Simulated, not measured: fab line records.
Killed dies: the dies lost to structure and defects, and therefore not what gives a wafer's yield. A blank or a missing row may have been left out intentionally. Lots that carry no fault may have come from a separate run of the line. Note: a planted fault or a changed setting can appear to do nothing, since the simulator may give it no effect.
Split-lot trial -- flow n5Finfet -- on a route of 1938 steps: 7 lots, 21 wafers read

## THE SPLIT
At N5_BEOL_M10_TRENCH_ETCH_37 (etches SiCOH lowk in C4F6/O2, target depth 148.83 nm, time 48 s), the setting sourceW was moved away from the recipe's 345 W on 7 of the 21 wafers read, by -16.8% to +14.4%. All remaining wafers had this setting at the recipe value.

The reading is taken at the split's own step.

## THE READING
rfVppV, in V, at N5_BEOL_M10_TRENCH_ETCH_37 (etches SiCOH lowk in C4F6/O2, target depth 148.83 nm, time 48 s). Typical for fault-free wafers on this fab line: 667 V, with standard deviation 5 V.

wafer,"tool, chamber at the split","sourceW as run, W",against the recipe,"rfVppV, V",against lot-mates on the recipe
L075.1,"rieDiel-05, 3",345,recipe,666,-
L075.4,"rieDiel-05, 1",345,recipe,675,-
L075.5,"rieDiel-05, 2",345,recipe,663,-
L079.4,"rieDiel-05, 2",345,recipe,663,-
L079.5,"rieDiel-05, 1",345,recipe,675,-
L079.6,"rieDiel-05, 0",394.6,+14.4%,624,-45
L085.2,"rieDiel-01, 3",345,recipe,657,-
L085.3,"rieDiel-01, 1",295.8,-14.3%,726,+63
L085.6,"rieDiel-01, 2",345,recipe,669,-
L092.2,"rieDiel-01, 2",287.2,-16.8%,734,+63
L092.3,"rieDiel-01, 0",287.2,-16.8%,730,+59
L092.4,"rieDiel-01, 1",345,recipe,671,-
L093.4,"rieDiel-04, 1",345,recipe,665,-
L093.5,"rieDiel-04, 0",345,recipe,674,-
L093.6,"rieDiel-04, 2",345,recipe,656,-
L095.1,"rieDiel-04, 2",345,recipe,657,-
L095.4,"rieDiel-04, 2",345,recipe,656,-
L095.5,"rieDiel-04, 1",345,recipe,665,-
L097.2,"rieDiel-01, 3",363.2,+5.3%,649,no lot-mate on the recipe
L097.3,"rieDiel-01, 0",363.2,+5.3%,648,no lot-mate on the recipe
L097.5,"rieDiel-01, 0",363.2,+5.3%,648,no lot-mate on the recipe

FIT RESULTS
A straight line over all 21 wafers: rfVppV changes by -3.73 V for each +1% of sourceW; r = -0.97; the points scatter about the line by 6.7 V.
The same after taking each lot's own level away (the mean of its wafers on the recipe; 18 wafers): -3.66 V for each +1%; r = -0.98; scatter 6.1 V.
According to that fit, moving sourceW by its largest amount changes the reading by 61 V.
The span of the lots' own levels, 659.3 to 671.0 V, comes to 2.3 times the standard deviation stated above.
The two slopes agree, so the slope changes little with the lot-to-lot level.
Check: for one of the wafers moved furthest among these (-16.8%), held out of the fit, the line's prediction against its lot-mates is +62 V. Against them it came out at +63 V.
Tool readings at the split's step, against how far the setting was moved: rfVppV r = -0.97.

## ADDITIONAL SPLITS CARRIED BY THESE WAFERS
Other splits were also applied to these wafers ahead of the reading. Each is held against what the fit with the lots' levels taken away leaves over:
other split on the same wafers,wafers away from the commonest value,r with rfVppV (lot level and that fit taken away)
N5_BEOL_M7_COAT_05 spinRpm,6,+0.19
N5_BEOL_M7_ETCH_66 timeS,6,+0.25
N5_BEOL_M7_VIA_ETCH_34 sourceW,7,+0.21
N5_BEOL_M9_ETCH_66 biasW,9,+0.12
N5_BEOL_M9_TRENCH_ETCH_37 sourceW,10,-0.10
N5_BEOL_M10_VIA_ETCH_34 timeS,6,+0.09

## THE WHOLE CHAIN: every reading that the file lists as answering this split, in the file's order
step,what it does,reading,change (the file's fit),r (the file's)
N5_BEOL_M10_TRENCH_ETCH_37,"etches SiCOH lowk in C4F6/O2, target depth 148.83 nm, time 48 s",rfVppV,-3.73 V for each +1% of the setting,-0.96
N5_BEOL_M10_TRENCH_ETCH_37,"etches SiCOH lowk in C4F6/O2, target depth 148.83 nm, time 48 s","BEOL_M10.featureDepthNm (the simulator's own value, which no gauge read)",+0.538 nm for each +1% of the setting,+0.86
N5_BEOL_M10_TRENCH_ETCH_37,"etches SiCOH lowk in C4F6/O2, target depth 148.83 nm, time 48 s","etch.depthNm (the simulator's own value, which no gauge read)",+0.54 nm for each +1% of the setting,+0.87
N5_BEOL_M10_CMP_52,"polishes, stops on SiCOH lowk, t overpolish 7 s, target thk 140 nm","Cu_of_BEOL_M10_ECD_50.thkNm (the simulator's own value, which no gauge read)",+0.54 nm for each +1% of the setting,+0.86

## FILE'S OWN FIT
rfVppV changes by -3.73 V for each +1% of sourceW, r = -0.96.
